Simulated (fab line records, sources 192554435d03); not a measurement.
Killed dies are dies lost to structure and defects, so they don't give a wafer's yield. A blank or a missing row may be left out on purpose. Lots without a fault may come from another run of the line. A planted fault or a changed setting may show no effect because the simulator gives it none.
fab line records | flow n5_finfet
record lots=24 wafers=72 last_day=18
route steps=1938 shown BEOL_M13@1690 BEOL_M14@1727
lots that met no fault: from a run of the same line without faults
start_h: hours from the record's first day to the start of the lot's first wafer shown | wait_h: hours since the lot's step before | " the same as in the row above | L1.1+2: a row that stands for several wafers | - no value, or no start given | * or withheld: withheld | < > ~ a bound
route shown NAME@n: a module of which the file shows steps, and the number in the route of the first | usual: mean/standard deviation of fault-free wafers | same: alike in all rows | chamber/n: place in a boat | sites: the reading at each site | _std_site: their standard deviation | _edge_site: outer sites' mean less inner sites' | radius_mm: how far each site lies from the wafer's centre | mask NAME#n: copy n | behind: the tool/chamber that last shaped the wafer | hold: why the lot was held/for how many hours/how that ended | device: the transistor (n, p or np) that didn't switch | end of line: the same wafers' tests at the end of the route | a step without rows: its recipe alone | killed: dies lost to structure and defects at the first sort, not the wafer's yield | map: a wafer's dies, x killed, . not, _ none there
set.NAME: the setting as run; set.NAME@STEP: as run at that earlier step | model.NAME: the simulator's own value behind a step, which no gauge read
steps of the route over a sample of lots; a table a step, a row a wafer
services: from which hour (start_h, from the record's first day; less than 0 if before it) a tool's chamber was out of use, for how many hours, and why
## steps
# step N5_BEOL_M13_OVL_MEAS_29
# recipe points_per_wafer=44
# usual M13_OVL=4/4.9
# columns lot.wafer tool chamber start_h wait_h M13_OVL[nm]
L074.4 overlay-01 0 235.28 0.0 2
L074.5 " 0 " " 16
L074.6 " 0 " " 10
L076.2 overlay-02 0 245.15 0.0 3
L076.4 " 0 " " -6
L076.6 " 0 " " 0
L075.2 overlay-01 0 248.30 0.0 2
L075.3 " 0 " " 5
L075.4 " 0 " " 0
L077.3 overlay-02 0 268.80 0.0 11
L077.4 " 0 " " 0
L077.5 " 0 " " 8
L078.3 overlay-02 0 277.35 0.0 8
L078.4 " 0 " " 6
L078.5 " 0 " " 14
L079.1 overlay-02 0 285.60 0.0 7
L079.4 " 0 " " 2
L079.6 " 0 " " 0
L080.1 overlay-01 0 286.40 0.0 7
L080.3 " 0 " " 1
L080.4 " 0 " " 10
L083.2 overlay-02 0 303.72 0.0 6
L083.4 " 0 " " 8
L083.5 " 0 " " 6
L081.2 overlay-02 0 309.88 0.0 2
L081.4 " 0 " " -2
L081.6 " 0 " " 1
L084.2 overlay-01 0 311.93 0.0 6
L084.4 " 0 " " 8
L084.5 " 0 " " -3
L082.1 overlay-01 0 318.57 0.0 6
L082.4 " 0 " " 6
L082.6 " 0 " " 9
L085.2 overlay-02 0 321.92 0.0 -1
L085.4 " 0 " " 1
L085.6 " 0 " " 0
L086.4 overlay-02 0 331.22 0.0 10
L086.5 " 0 " " 13
L086.6 " 0 " " 9
L087.4 overlay-02 0 336.25 0.0 -1
L087.5 " 0 " " 5
L087.6 " 0 " " -3
L088.1 overlay-01 0 344.84 0.0 3
L088.2 " 0 " " 5
L088.6 " 0 " " 4
L090.2 overlay-02 0 349.65 0.0 5
L090.3 " 0 " " 0
L090.4 " 0 " " 4
L089.1 overlay-01 0 352.64 0.0 13
L089.3 " 0 " " 9
L089.5 " 0 " " 12
L091.1 overlay-02 0 353.61 0.0 -1
L091.5 " 0 " " -3
L091.6 " 0 " " 2
L093.1 overlay-02 0 356.60 0.0 -4
L093.3 " 0 " " 0
L093.5 " 0 " " -2
L094.1 overlay-02 0 359.14 0.0 4
L094.2 " 0 " " 5
L094.5 " 0 " " 2
L096.1 overlay-02 0 359.46 0.0 1
L096.3 " 0 " " 7
L096.5 " 0 " " 8
L092.1 overlay-02 0 363.55 0.0 11
L092.3 " 0 " " 5
L092.6 " 0 " " 7
L095.3 overlay-01 0 388.82 0.0 1
L095.5 " 0 " " 2
L095.6 " 0 " " 7
L097.2 overlay-02 0 402.20 0.0 8
L097.3 " 0 " " 7
L097.4 " 0 " " 2
# step N5_BEOL_M13_STRIP_37
# recipe chemistry=N2/H2 power_w=1000 temp_c=250 h2_frac=0.65 overash_fraction=0.3 pressure_mtorr=withheld n2_flow_sccm=1750 h2_flow_sccm=3250
# usual drypump_motor_current_A=5.4/0.4 h2_flow_sccm=3250/9.5 heater_power_w=313/37 oes_product_au=0.784/0.011 temp_c=250.02/0.21
# columns lot.wafer tool chamber start_h wait_h drypump_motor_current_A h2_flow_sccm heater_power_w oes_product_au rf_hours_counter_h temp_c
L074.4 plasma_asher-01 0 235.97 0.1 5.4 3253 366 0.789 - 250.03
L074.5 " 1 " " 6.2 3236 321 0.784 - 250.19
L074.6 " 0 " " 5.4 3241 372 0.797 - 250.11
L076.2 plasma_asher-01 1 245.98 0.0 6.1 3247 316 0.780 72 249.94
L076.4 " 0 " " 5.3 3233 374 0.784 - 250.02
L076.6 " 0 " " 5.4 3236 382 0.793 - 250.11
L075.2 plasma_asher-02 0 248.98 0.0 5.3 3243 312 0.780 119 249.55
L075.3 " 1 " " 5.1 3241 274 0.810 - 250.03
L075.4 " 0 " " 5.2 3236 306 0.772 - 249.70
L077.3 plasma_asher-01 0 269.50 0.1 5.4 3251 377 0.785 - 250.06
L077.4 " 1 " " 6.2 3251 313 0.777 - 249.75
L077.5 " 0 " " 5.3 3249 374 0.793 - 249.64
L078.3 plasma_asher-02 0 278.16 0.1 5.3 3243 309 0.791 - 249.69
L078.4 " 1 " " 5.1 3254 276 0.798 - 250.03
L078.5 " 1 " " 5.1 3259 260 0.798 - 249.89
L079.1 plasma_asher-02 1 286.55 0.0 5.1 3247 268 0.778 125 249.96
L079.4 " 0 " " 5.3 3260 310 0.767 - 250.13
L079.6 " 0 " " 5.3 3243 306 0.794 - 250.35
L080.1 plasma_asher-01 1 287.39 0.0 6.2 3234 321 0.781 81 249.95
L080.3 " 1 " " 6.2 3248 327 0.772 - 250.27
L080.4 " 0 " " 5.4 3254 372 0.788 - 250.11
L083.2 plasma_asher-02 0 304.39 0.0 5.2 3262 307 0.794 129 250.30
L083.4 " 0 " " 5.2 3259 309 0.785 - 250.31
L083.5 " 0 " " 5.3 3267 309 0.778 - 250.41
L081.2 plasma_asher-02 1 310.55 0.0 5.1 3262 271 0.776 130 249.85
L081.4 " 0 " " 5.3 3258 320 0.790 - 250.00
L081.6 " 0 " " 5.3 3246 312 0.770 - 249.95
L084.2 plasma_asher-02 0 312.61 0.0 5.2 3249 314 0.786 131 250.07
L084.4 " 1 " " 5.1 3256 268 0.771 - 249.81
L084.5 " 0 " " 5.2 3253 315 0.794 - 249.83
L082.1 plasma_asher-01 1 319.26 0.0 6.2 3253 316 0.788 88 250.42
L082.4 " 1 " " 6.2 3263 313 0.784 - 250.29
L082.6 " 0 " " 5.4 3260 383 0.797 - 250.27
L085.2 plasma_asher-02 1 322.59 0.0 5.1 3254 268 0.772 133 249.90
L085.4 " 1 " " 5.1 3247 264 0.763 - 250.05
L085.6 " 0 " " 5.3 3241 314 0.788 - 250.17
L086.4 plasma_asher-01 0 331.92 0.1 5.4 3253 366 0.793 - 250.34
L086.5 " 1 " " 6.2 3259 312 0.784 - 249.86
L086.6 " 0 " " 5.3 3254 373 0.797 - 250.27
L087.4 plasma_asher-02 0 337.07 0.1 5.3 3246 312 0.784 - 250.19
L087.5 " 1 " " 5.1 3264 275 0.785 - 249.94
L087.6 " 0 " " 5.3 3256 312 0.782 - 249.86
L088.1 plasma_asher-01 0 345.52 0.0 5.3 3243 377 0.788 93 249.65
L088.2 " 1 " " 6.2 3264 317 0.775 93 250.17
L088.6 " 1 " " 6.2 3252 304 0.790 - 249.88
L090.2 plasma_asher-02 1 350.34 0.0 5.1 3259 269 0.757 137 250.10
L090.3 " 0 " " 5.3 3239 308 0.770 - 249.82
L090.4 " 1 " " 5.1 3262 270 0.785 - 249.93
L089.1 plasma_asher-01 0 353.35 0.1 5.4 3251 377 0.781 94 249.99
L089.3 " 0 " " 5.4 3255 377 0.799 - 249.96
L089.5 " 1 " " 6.2 3245 307 0.816 - 249.79
L091.1 plasma_asher-02 0 354.54 0.1 5.2 3244 311 0.772 139 249.91
L091.5 " 1 " " 5.1 3238 266 0.783 - 250.07
L091.6 " 0 " " 5.2 3253 316 0.771 - 250.06
L093.1 plasma_asher-01 0 357.28 0.0 5.4 3265 363 0.786 96 249.90
L093.3 " 0 " " 5.3 3255 378 0.785 - 249.61
L093.5 " 1 " " 6.2 3251 319 0.783 - 250.06
L094.1 plasma_asher-02 0 359.81 0.0 5.3 3240 301 0.775 140 250.12
L094.2 " 1 " " 5.1 3237 269 0.797 140 250.37
L094.5 " 1 " " 5.1 3239 268 0.775 - 250.18
L096.1 plasma_asher-01 1 360.13 0.0 6.2 3257 318 0.777 96 249.96
L096.3 " 0 " " 5.4 3255 364 0.777 - 250.14
L096.5 " 0 " " 5.3 3251 366 0.790 - 250.06
L092.1 plasma_asher-02 0 364.28 0.0 5.2 3226 304 0.771 141 250.12
L092.3 " 1 " " 5.1 3252 271 0.773 - 250.10
L092.6 " 1 " " 5.1 3244 265 0.785 - 250.11
L095.3 plasma_asher-02 1 389.51 0.1 5.1 3254 272 0.764 - 250.02
L095.5 " 0 " " 5.2 3246 311 0.756 - 249.85
L095.6 " 1 " " 5.1 3268 267 0.803 - 249.97
L097.2 plasma_asher-02 0 402.88 0.0 5.3 3252 317 0.774 147 249.62
L097.3 " 1 " " 5.1 3254 269 0.779 - 249.83
L097.4 " 0 " " 5.3 3249 317 0.768 - 249.75
# step N5_BEOL_M14_OVL_MEAS_11
# recipe points_per_wafer=44
# usual V13_OVL=-2/4.5
# columns lot.wafer tool chamber start_h wait_h V13_OVL[nm]
L074.4 overlay-01 0 240.83 0.0 -6
L074.5 " 0 " " 2
L074.6 " 0 " " 0
L076.2 overlay-02 0 248.96 0.0 -7
L076.4 " 0 " " -2
L076.6 " 0 " " -8
L075.2 overlay-01 0 252.51 0.0 -2
L075.3 " 0 " " 0
L075.4 " 0 " " -9
L077.3 overlay-02 0 273.27 0.0 -1
L077.4 " 0 " " -5
L077.5 " 0 " " -4
L078.3 overlay-02 0 284.05 0.0 -1
L078.4 " 0 " " -7
L078.5 " 0 " " -6
L079.1 overlay-02 0 289.73 0.0 -19
L079.4 " 0 " " -8
L079.6 " 0 " " -14
L080.1 overlay-02 0 292.90 0.0 8
L080.3 " 0 " " -2
L080.4 " 0 " " -2
L083.2 overlay-02 0 309.73 0.0 -5
L083.4 " 0 " " -7
L083.5 " 0 " " -9
L081.2 overlay-02 0 313.17 0.0 1
L081.4 " 0 " " -4
L081.6 " 0 " " -6
L084.2 overlay-01 0 318.40 0.0 0
L084.4 " 0 " " -8
L084.5 " 0 " " 3
L082.1 overlay-02 0 327.37 0.0 0
L082.4 " 0 " " -8
L082.6 " 0 " " 2
L085.2 overlay-01 0 327.65 0.0 -3
L085.4 " 0 " " -8
L085.6 " 0 " " 0
L086.4 overlay-02 0 335.99 0.0 1
L086.5 " 0 " " -1
L086.6 " 0 " " -2
L087.4 overlay-01 0 340.18 0.0 3
L087.5 " 0 " " -6
L087.6 " 0 " " -7
L088.1 overlay-01 0 350.16 0.0 1
L088.2 " 0 " " 0
L088.6 " 0 " " 5
L090.2 overlay-01 0 352.95 0.0 3
L090.3 " 0 " " -1
L090.4 " 0 " " 7
L091.1 overlay-01 0 358.58 0.0 0
L091.5 " 0 " " -5
L091.6 " 0 " " -9
L089.1 overlay-02 0 363.09 0.0 -8
L089.3 " 0 " " -2
L089.5 " 0 " " -6
L093.1 overlay-02 0 363.51 0.0 5
L093.3 " 0 " " 4
L093.5 " 0 " " 5
L096.1 overlay-02 0 365.36 0.0 2
L096.3 " 0 " " 0
L096.5 " 0 " " 1
L094.1 overlay-02 0 367.42 0.0 2
L094.2 " 0 " " 0
L094.5 " 0 " " 3
L092.1 overlay-02 0 369.45 0.0 1
L092.3 " 0 " " -3
L092.6 " 0 " " -2
L095.3 overlay-01 0 392.29 0.0 -5
L095.5 " 0 " " -10
L095.6 " 0 " " -1
L097.2 overlay-01 0 406.28 0.0 2
L097.3 " 0 " " -1
L097.4 " 0 " " 2
# step N5_BEOL_M14_INSPECT_12
# recipe mode=adi inspect_instrument=macro
# usual raw_defect_count=2.1/1.4
# columns lot.wafer tool chamber start_h wait_h raw_defect_count
L074.4 defect_inspect-01 - 240.85 0.0 5
L074.5 " - " " 2
L074.6 " - " " 2
L076.2 defect_inspect-01 - 248.98 0.0 1
L076.4 " - " " 4
L076.6 " - " " 1
L075.2 defect_inspect-02 - 252.53 0.0 2
L075.3 " - " " 2
L075.4 " - " " 4
L077.3 defect_inspect-02 - 273.29 0.0 3
L077.4 " - " " 1
L077.5 " - " " 0
L078.3 defect_inspect-01 - 284.07 0.0 3
L078.4 " - " " 2
L078.5 " - " " 0
L079.1 defect_inspect-01 - 289.75 0.0 1
L079.4 " - " " 5
L079.6 " - " " 2
L080.1 defect_inspect-01 - 292.92 0.0 3
L080.3 " - " " 2
L080.4 " - " " 1
L083.2 defect_inspect-02 - 309.75 0.0 3
L083.4 " - " " 2
L083.5 " - " " 2
L081.2 defect_inspect-02 - 313.19 0.0 6
L081.4 " - " " 1
L081.6 " - " " 3
L084.2 defect_inspect-01 - 318.42 0.0 0
L084.4 " - " " 3
L084.5 " - " " 3
L082.1 defect_inspect-01 - 327.40 0.0 1
L082.4 " - " " 2
L082.6 " - " " 1
L085.2 defect_inspect-01 - 327.67 0.0 2
L085.4 " - " " 4
L085.6 " - " " 3
L086.4 defect_inspect-01 - 336.01 0.0 1
L086.5 " - " " 0
L086.6 " - " " 2
L087.4 defect_inspect-01 - 340.20 0.0 2
L087.5 " - " " 3
L087.6 " - " " 2
L088.1 defect_inspect-01 - 350.18 0.0 1
L088.2 " - " " 2
L088.6 " - " " 2
L090.2 defect_inspect-02 - 352.97 0.0 1
L090.3 " - " " 4
L090.4 " - " " 1
L091.1 defect_inspect-01 - 358.60 0.0 0
L091.5 " - " " 3
L091.6 " - " " 3
L089.1 defect_inspect-02 - 363.12 0.0 4
L089.3 " - " " 1
L089.5 " - " " 4
L093.1 defect_inspect-01 - 363.54 0.0 3
L093.3 " - " " 2
L093.5 " - " " 3
L096.1 defect_inspect-02 - 365.38 0.0 3
L096.3 " - " " 2
L096.5 " - " " 3
L094.1 defect_inspect-01 - 367.44 0.0 0
L094.2 " - " " 2
L094.5 " - " " 1
L092.1 defect_inspect-01 - 369.47 0.0 0
L092.3 " - " " 5
L092.6 " - " " 2
L095.3 defect_inspect-02 - 392.31 0.0 0
L095.5 " - " " 3
L095.6 " - " " 0
L097.2 defect_inspect-02 - 406.30 0.0 1
L097.3 " - " " 1
L097.4 " - " " 3
# step N5_BEOL_M14_ETCH_59
# recipe chemistry=N2/H2 target=BARC target_depth_a=890 overetch_a=267 time_s=67.9 ion_energy_ev=200 pressure_mtorr=30 source_w=840 bias_w=150 n2_flow_sccm=200 h2_flow_sccm=200
# usual drypump_motor_current_A=5.5/0.38 h2_flow_sccm=199.9/0.61 oes_product_au=0.69/0.084 rf_fwd_power_W=834/3.1 rf_vpp_V=524.5/1.7 showerhead_plenum_p_Torr=2.56/0.061 throttle_valve_pct=17.81/0.27
# columns lot.wafer tool chamber start_h wait_h drypump_motor_current_A h2_flow_sccm oes_product_au rf_fwd_power_W rf_hours_counter_h rf_vpp_V showerhead_plenum_p_Torr throttle_valve_pct
L074.4 rie_diel-06 0 241.47 0.0 5.2 200.8 0.63 830 - 527.7 2.65 18.27
L074.5 " 3 " " 5.6 199.9 0.76 830 - 522.1 2.47 17.89
L074.6 " 2 " " 5.0 200.0 0.61 835 - 526.0 2.62 17.74
L076.2 rie_diel-02 2 249.33 0.0 5.5 200.6 0.59 827 244 525.2 2.60 17.96
L076.4 " 0 " " 5.2 199.4 0.74 835 56 526.1 2.70 17.94
L076.6 " 0 " " 5.2 200.0 0.74 832 - 527.7 2.70 17.95
L075.2 rie_diel-01 1 252.60 0.0 6.2 200.0 0.66 833 115 524.1 2.56 17.91
L075.3 " 2 " " 4.8 199.9 0.61 836 222 524.4 2.52 17.98
L075.4 " 0 " " 5.6 201.1 0.84 831 1 526.3 2.61 17.39
L077.3 rie_diel-01 2 273.36 0.0 4.8 200.1 0.60 831 229 522.7 2.52 17.98
L077.4 " 2 " " 4.8 199.1 0.60 834 - 522.6 2.52 17.99
L077.5 " 1 " " 6.1 199.4 0.65 838 - 524.1 2.55 17.94
L078.3 rie_diel-01 0 284.14 0.0 5.6 200.5 0.81 831 12 526.2 2.61 17.39
L078.4 " 2 " " 4.8 199.8 0.59 833 233 523.2 2.51 18.01
L078.5 " 2 " " 4.8 200.0 0.59 836 - 521.8 2.51 17.99
L079.1 rie_diel-02 3 289.87 0.0 5.8 199.4 0.60 837 178 524.5 2.52 17.98
L079.4 " 0 " " 5.2 199.7 0.72 835 71 526.6 2.69 17.96
L079.6 " 3 " " 5.8 200.3 0.61 834 - 522.2 2.52 17.99
L080.1 rie_diel-01 2 292.99 0.0 4.8 200.4 0.60 836 236 522.2 2.51 18.01
L080.3 " 1 " " 6.1 199.8 0.65 831 129 524.5 2.55 17.92
L080.4 " 3 " " 5.2 200.9 0.81 834 3 521.8 2.50 17.47
L083.2 rie_diel-06 3 309.82 0.0 5.6 200.5 0.72 828 66 522.6 2.46 17.92
L083.4 " 0 " " 5.2 199.3 0.62 826 177 527.0 2.64 18.32
L083.5 " 0 " " 5.2 200.2 0.62 830 - 526.4 2.64 18.31
L081.2 rie_diel-01 1 313.26 0.0 6.2 199.9 0.64 828 136 524.1 2.55 17.93
L081.4 " 2 " " 4.8 200.4 0.59 833 242 522.4 2.51 18.03
L081.6 " 0 " " 5.6 200.2 0.79 838 - 526.5 2.60 17.41
L084.2 rie_diel-01 3 318.56 0.0 5.2 199.9 0.78 839 11 522.5 2.50 17.49
L084.4 " 2 " " 4.8 200.3 0.59 835 244 522.9 2.51 18.03
L084.5 " 2 " " 4.8 199.0 0.59 835 - 523.1 2.51 18.01
L082.1 rie_diel-02 2 327.87 0.0 5.4 199.1 0.80 836 21 527.3 2.59 17.58
L082.4 " 1 " " 5.7 199.3 0.58 831 - 526.7 2.61 18.30
L082.6 " 3 " " 5.9 199.4 0.60 833 - 523.4 2.52 18.01
L085.2 rie_diel-02 3 328.21 0.0 5.9 198.9 0.60 834 195 524.4 2.52 18.00
L085.4 " 2 " " 5.4 199.8 0.80 838 - 525.4 2.59 17.60
L085.6 " 3 " " 5.9 200.9 0.60 835 - 523.7 2.52 18.00
L086.4 rie_diel-02 2 336.11 0.0 5.4 200.9 0.79 841 - 526.5 2.59 17.60
L086.5 " 3 " " 5.8 201.3 0.60 831 - 523.3 2.52 18.02
L086.6 " 0 " " 5.2 200.8 0.71 832 - 527.1 2.68 18.01
L087.4 rie_diel-06 1 340.27 0.0 5.6 199.3 0.81 832 0 525.9 2.59 17.24
L087.5 " 2 " " 5.0 200.1 0.59 835 - 525.0 2.61 17.81
L087.6 " 3 " " 5.6 200.9 0.72 830 - 521.7 2.46 17.94
L088.1 rie_diel-06 3 350.51 0.0 5.6 199.9 0.71 832 83 521.3 2.45 17.95
L088.2 " 0 " " 5.2 200.0 0.61 829 194 527.4 2.63 18.33
L088.6 " 2 " " 5.0 199.8 0.59 838 - 524.0 2.60 17.79
L090.2 rie_diel-01 0 353.41 0.0 5.6 200.2 0.76 834 38 525.0 2.60 17.47
L090.3 " 3 " " 5.2 199.7 0.76 836 25 523.0 2.49 17.52
L090.4 " 0 " " 5.6 200.2 0.77 834 - 525.4 2.60 17.44
L091.1 rie_diel-06 0 358.67 0.0 5.2 200.4 0.61 827 197 526.2 2.63 18.34
L091.5 " 0 " " 5.2 199.7 0.61 826 - 525.0 2.63 18.32
L091.6 " 3 " " 5.6 199.3 0.71 832 - 520.5 2.45 17.95
L089.1 rie_diel-01 3 363.19 0.0 5.3 200.0 0.75 837 29 520.5 2.49 17.51
L089.3 " 1 " " 6.2 200.5 0.63 833 155 524.8 2.54 18.00
L089.5 " 1 " " 6.2 200.6 0.63 828 - 523.7 2.54 17.98
L093.1 rie_diel-01 1 363.91 0.0 6.1 199.6 0.62 833 156 521.4 2.54 17.97
L093.3 " 0 " " 5.6 199.7 0.76 839 42 524.7 2.59 17.45
L093.5 " 3 " " 5.3 199.4 0.75 833 - 522.4 2.49 17.50
L096.1 rie_diel-02 0 365.67 0.0 5.2 200.8 0.70 831 98 526.4 2.68 18.01
L096.3 " 1 " " 5.7 200.8 0.83 832 6 525.5 2.61 17.82
L096.5 " 2 " " 5.4 200.4 0.78 833 - 526.4 2.58 17.61
L094.1 rie_diel-01 3 368.10 0.0 5.2 199.7 0.75 833 33 523.0 2.49 17.52
L094.2 " 1 " " 6.1 199.4 0.63 828 159 524.6 2.54 17.98
L094.5 " 0 " " 5.6 199.3 0.75 836 - 525.3 2.59 17.45
L092.1 rie_diel-01 1 369.54 0.0 6.1 199.8 0.63 836 159 523.0 2.54 17.99
L092.3 " 3 " " 5.3 199.7 0.75 837 33 522.7 2.49 17.51
L092.6 " 1 " " 6.2 200.0 0.62 832 - 523.3 2.54 18.00
L095.3 rie_diel-02 0 392.38 0.0 5.2 199.4 0.68 828 108 527.5 2.68 18.04
L095.5 " 3 " " 5.9 199.4 0.58 834 - 522.7 2.51 18.06
L095.6 " 0 " " 5.2 199.5 0.69 832 - 527.6 2.68 18.03
L097.2 rie_diel-02 1 406.51 0.0 5.7 198.4 0.79 835 19 525.5 2.61 17.86
L097.3 " 0 " " 5.3 200.2 0.69 831 113 527.2 2.67 18.04
L097.4 " 3 " " 5.8 200.0 0.58 832 226 522.8 2.50 18.07
# step N5_BEOL_M14_CD_MEAS_17
# recipe target_cd_nm=250 polarity=opening
# usual cd_nm=251.5/2.1
# columns lot.wafer tool chamber start_h wait_h cd_nm
L074.4 cd_sem-01 - 241.85 0.0 253.0
L074.5 " - " " 256.0
L074.6 " - " " 255.6
L076.2 cd_sem-03 - 249.73 0.0 253.9
L076.4 " - " " 252.4
L076.6 " - " " 252.4
L075.2 cd_sem-03 - 253.00 0.0 249.8
L075.3 " - " " 250.0
L075.4 " - " " 249.0
L077.3 cd_sem-01 - 273.76 0.0 251.5
L077.4 " - " " 248.6
L077.5 " - " " 250.8
L078.3 cd_sem-02 - 284.58 0.0 252.0
L078.4 " - " " 253.6
L078.5 " - " " 251.5
L079.1 cd_sem-01 - 290.27 0.0 248.2
L079.4 " - " " 248.5
L079.6 " - " " 249.3
L080.1 cd_sem-02 - 293.39 0.0 250.9
L080.3 " - " " 249.4
L080.4 " - " " 250.8
L083.2 cd_sem-03 - 310.22 0.0 248.6
L083.4 " - " " 248.7
L083.5 " - " " 250.6
L081.2 cd_sem-03 - 313.66 0.0 252.5
L081.4 " - " " 250.2
L081.6 " - " " 253.2
L084.2 cd_sem-02 - 318.97 0.0 252.7
L084.4 " - " " 249.0
L084.5 " - " " 250.2
L082.1 cd_sem-01 - 328.27 0.0 252.5
L082.4 " - " " 250.9
L082.6 " - " " 249.9
L085.2 cd_sem-01 - 328.62 0.0 253.0
L085.4 " - " " 251.3
L085.6 " - " " 249.7
L086.4 cd_sem-03 - 336.49 0.0 252.5
L086.5 " - " " 252.6
L086.6 " - " " 256.1
L087.4 cd_sem-01 - 340.67 0.0 253.7
L087.5 " - " " 250.9
L087.6 " - " " 252.1
L088.1 cd_sem-01 - 350.91 0.0 256.8
L088.2 " - " " 253.3
L088.6 " - " " 254.1
L090.2 cd_sem-03 - 353.81 0.0 248.5
L090.3 " - " " 249.0
L090.4 " - " " 252.4
L091.1 cd_sem-03 - 359.07 0.0 249.8
L091.5 " - " " 250.2
L091.6 " - " " 250.1
L089.1 cd_sem-01 - 363.59 0.0 251.4
L089.3 " - " " 250.5
L089.5 " - " " 249.1
L093.1 cd_sem-02 - 364.31 0.0 253.6
L093.3 " - " " 253.6
L093.5 " - " " 252.8
L096.1 cd_sem-02 - 366.07 0.0 256.3
L096.3 " - " " 253.0
L096.5 " - " " 253.7
L094.1 cd_sem-03 - 368.50 0.0 250.7
L094.2 " - " " 252.1
L094.5 " - " " 254.8
L092.1 cd_sem-02 - 369.94 0.0 248.3
L092.3 " - " " 245.6
L092.6 " - " " 247.7
L095.3 cd_sem-02 - 392.78 0.0 250.3
L095.5 " - " " 252.4
L095.6 " - " " 249.2
L097.2 cd_sem-02 - 406.91 0.0 249.6
L097.3 " - " " 251.8
L097.4 " - " " 250.2
## services
# columns tool chamber start_h hours kind
rie_diel-01 0 226.58 - clean
rie_diel-01 0 226.58 - consumable_replace:focus_ring
rie_diel-01 0 226.58 21.1 scheduled_down
rie_diel-01 0 226.58 21.1 vent_cycle
rie_diel-06 1 236.41 28.9 repair
rie_diel-01 - 239.89 2.8 pm
rie_diel-02 2 264.71 - clean
rie_diel-02 2 264.71 - consumable_replace:focus_ring
rie_diel-02 2 264.71 13.3 scheduled_down
rie_diel-01 3 270.90 - clean
rie_diel-01 3 270.90 - consumable_replace:focus_ring
rie_diel-01 3 270.90 12.4 scheduled_down
rie_diel-01 3 270.90 12.4 vent_cycle
rie_diel-06 - 275.56 1.1 repair
rie_diel-06 2 292.86 4.8 repair
rie_diel-02 1 313.80 7.5 repair
rie_diel-02 0 323.72 4.4 repair
rie_diel-01 2 327.50 8.7 repair
rie_diel-02 0 340.03 5.2 repair
rie_diel-02 2 346.42 8.7 repair
rie_diel-01 2 346.98 - clean
rie_diel-01 2 346.98 - consumable_replace:focus_ring
rie_diel-01 2 346.98 28.4 scheduled_down
rie_diel-01 2 346.98 28.4 vent_cycle
## key
fault none
